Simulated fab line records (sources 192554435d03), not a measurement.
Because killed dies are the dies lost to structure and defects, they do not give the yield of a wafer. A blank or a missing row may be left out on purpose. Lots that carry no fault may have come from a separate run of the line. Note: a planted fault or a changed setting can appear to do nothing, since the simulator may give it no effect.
Matching of chambers    flow n5 finfet    3 sister chambers for N5_FIN_SAQP_HM_DEP_03 on pecvd-01
The step deposits SiNx from SiH4/NH3/N2, target thk 38 nm, time 33.6 s. 6 wafers are shown with their chamber, then 7 later ones without.

## WAFERS WITH THEIR CHAMBER
wafer   chamber  throttle valve pct (%)  heater power w (W)
L077.5  0        41.3                    857
L084.2  2        37.6                    768
L086.4  0        41.6                    839
L086.6  2        37.9                    817
L090.2  1        43.5                    746
L090.4  1        43.6                    741

## WAFERS WITHOUT THEIR CHAMBER
wafer   throttle valve pct (%)  heater power w (W)
L090.5  41.8                    866
L092.1  43.5                    785
L092.4  43.6                    776
L092.6  41.8                    814
L094.2  41.7                    795
L094.3  43.9                    699
L094.5  37.7                    727

## EACH ONE'S CHAMBER
wafer   from the rows above  in truth
L090.5  0                    0
L092.1  1                    1
L092.4  1                    1
L092.6  0                    0
L094.2  0                    0
L094.3  1                    1
L094.5  2                    2
Correct placement for 7 of the 7. Left unplaced by these rows: 0. Wrongly placed: 0.
How it was worked out, from the rows above alone: a wafer's distance from a chamber is the root of the sum, over the readings, of the square of ((its reading less the chamber's mean) divided by the reading's scatter). The wafer belongs to the nearest chamber; if the next one is less than 2 further off, it can't be placed. The mean given for a chamber averages the wafers shown for that chamber. How the scatter is found: for the shown wafers, subtract from each reading the mean of its chamber, square and add these, divide the total by (wafers less chambers), then take the root.
